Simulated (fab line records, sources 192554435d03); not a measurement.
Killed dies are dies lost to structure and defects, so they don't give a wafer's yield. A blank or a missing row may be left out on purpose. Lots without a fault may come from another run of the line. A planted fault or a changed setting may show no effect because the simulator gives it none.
Split-lot experiment | flow n5_finfet | 7 lots, 21 wafers read, on a route of 1938 steps

THE SPLIT
At N5_BEOL_M7_ETCH_61 (etches SiARC in CF4, target depth 45.5 nm, time 75.8 s), the setting source_w was moved away from the recipe's 545 W on 6 of the 21 wafers read, by -13.9% to +10.4%. The other wafers ran this setting at the recipe's value.

The reading is taken at the split's own step.

THE READING
rf_vpp_V, in V, at N5_BEOL_M7_ETCH_61 (etches SiARC in CF4, target depth 45.5 nm, time 75.8 s). Fault-free wafers of this fab line usually give 183.9 V, standard deviation 1.1 V.

wafer  | tool, chamber at the split | source_w as run, W | against the recipe | rf_vpp_V, V | against lot-mates on the recipe
L074.2 | rie_diel-02, 1             | 545                | recipe             | 182.7       | -
L074.3 | rie_diel-02, 2             | 545                | recipe             | 184.1       | -
L074.6 | rie_diel-02, 0             | 545                | recipe             | 184.0       | -
L081.3 | rie_diel-03, 3             | 601.5              | +10.4%             | 178.0       | -8.4
L081.4 | rie_diel-03, 1             | 601.5              | +10.4%             | 178.5       | -7.9
L081.6 | rie_diel-03, 0             | 545                | recipe             | 186.4       | -
L084.1 | rie_diel-03, 2             | 469.3              | -13.9%             | 191.8       | +6.5
L084.3 | rie_diel-03, 3             | 545                | recipe             | 185.3       | -
L084.4 | rie_diel-03, 1             | 469.3              | -13.9%             | 194.6       | +9.3
L087.1 | rie_diel-05, 0             | 545                | recipe             | 183.7       | -
L087.2 | rie_diel-05, 3             | 545                | recipe             | 185.0       | -
L087.5 | rie_diel-05, 1             | 545                | recipe             | 184.3       | -
L090.2 | rie_diel-05, 2             | 545                | recipe             | 184.1       | -
L090.5 | rie_diel-05, 1             | 545                | recipe             | 183.0       | -
L090.6 | rie_diel-05, 0             | 481.7              | -11.6%             | 192.0       | +8.4
L093.2 | rie_diel-05, 2             | 545                | recipe             | 184.5       | -
L093.3 | rie_diel-05, 1             | 545                | recipe             | 184.3       | -
L093.4 | rie_diel-05, 3             | 545                | recipe             | 183.7       | -
L091.1 | rie_diel-02, 0             | 591                | +8.4%              | 179.0       | -4.2
L091.3 | rie_diel-02, 2             | 545                | recipe             | 182.2       | -
L091.6 | rie_diel-02, 0             | 545                | recipe             | 184.2       | -

THE FIT
A straight line over all 21 wafers: rf_vpp_V changes by -0.629 V for each +1% of source_w; r = -0.97; the points scatter about the line by 1 V.
The same after taking each lot's own level away (the mean of its wafers on the recipe; 21 wafers): -0.649 V for each +1%; r = -0.97; scatter 0.96 V.
On that fit, the largest move of source_w shifts the reading by 9 V.
The lots' own levels span 183.20 to 186.40 V, that is 2.9 times the standard deviation above.
So the lot-to-lot level changes the slope little: the two slopes agree.
Check: with one of the wafers moved furthest among these (-13.9%) left out of the fit, the line predicts +9.76 V for it against its lot-mates. It came out at +6.5 V against them.
Tool readings at the split's step, against how far the setting was moved: etch_rf_on_time_s r = -0.95; rf_vpp_V r = -0.97.

OTHER SPLITS ON THESE WAFERS
These wafers also went through other splits before the reading. Each is held against what the fit with the lots' levels taken away leaves over:
other split on the same wafers | wafers away from the commonest value | r with rf_vpp_V (lot level and that fit taken away)
N5_BEOL_M6_COAT_64 spin_rpm    | 7                                    | +0.24

THE WHOLE CHAIN: every reading that the file lists as answering this split, in the file's order
step               | what it does                                           | reading           | change (the file's fit)              | r (the file's)
N5_BEOL_M7_ETCH_61 | etches SiARC in CF4, target depth 45.5 nm, time 75.8 s | etch_rf_on_time_s | withheld for each +1% of the setting | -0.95
N5_BEOL_M7_ETCH_61 | etches SiARC in CF4, target depth 45.5 nm, time 75.8 s | rf_vpp_V          | -0.648 V for each +1% of the setting | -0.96

THE FILE'S OWN FIT
rf_vpp_V changes by -0.648 V for each +1% of source_w, r = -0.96.
